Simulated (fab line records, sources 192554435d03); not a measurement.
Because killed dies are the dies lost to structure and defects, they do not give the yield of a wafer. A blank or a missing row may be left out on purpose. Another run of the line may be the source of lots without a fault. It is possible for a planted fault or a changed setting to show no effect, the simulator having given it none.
Which tool is to blame? -- flow n5 finfet -- 12 lots, 36 wafers sampled, at 2 steps of a route of 1938

== WHAT THE GAUGES READ, wafer by wafer ==
N5_BEOL_M10_INSPECT_30: inspects for defects (brightfield).
lot,measured,on,raw defect count
L078,day 12 08:53,defect inspect-01,434 393 427
L077,day 12 17:14,defect inspect-01,317 357 365
L080,day 12 21:49,defect inspect-02,492 352 461
L081,day 13 13:44,defect inspect-02,239 304 229
L082,day 13 19:05,defect inspect-01,345 574 523
L084,day 15 03:29,defect inspect-02,582 473 588
L087,day 15 06:38,defect inspect-01,466 326 449
L089,day 15 23:50,defect inspect-01,343 479 379
L094,day 16 05:11,defect inspect-02,539 603 337
L092,day 16 16:10,defect inspect-02,279 314 510
L096,day 17 23:07,defect inspect-01,620 454 333
L097,day 18 21:43,defect inspect-02,341 334 473

== WHICH TOOL RAN EACH LOT (tool, then ch and the chambers of the sampled wafers, then the start) ==
lot,N5_BEOL_M10_HM_DEP_02
L078,"pvd sputter-01, day 12 05:36"
L077,"pvd sputter-03, day 12 14:22"
L080,"pvd sputter-03, day 12 18:28"
L081,"pvd sputter-01, day 13 12:02"
L082,"pvd sputter-01, day 13 16:20"
L084,"pvd sputter-03, day 15 02:06"
L087,"pvd sputter-02, day 15 04:32"
L089,"pvd sputter-01, day 15 21:43"
L094,"pvd sputter-01, day 16 03:39"
L092,"pvd sputter-01, day 16 14:13"
L096,"pvd sputter-02, day 17 17:56"
L097,"pvd sputter-02, day 18 19:17"
- N5_BEOL_M10_HM_DEP_02: deposits TiN, target thk 20 nm.

== THE ANSWER, worked out from the rows above alone ==
Rule: what is usual is taken from the lots themselves. The widest of any qualifying gaps counts: lots, ordered by their means at a reading, are off when they make up no more than a third of the lots, leave a main group of 4 or more, and stand apart from it by 3 or more times the standard deviation of that group's means. A main group whose means are all the same, to the digits that the tables above print for the reading, isn't used. A lot without any number at a reading at which 4 lots or more have one is off too. The other lots that the step has rows for count as sound.
No lot is off at any reading shown: from this, nothing can be told.

== WHAT THE SIMULATOR PUT IN ==
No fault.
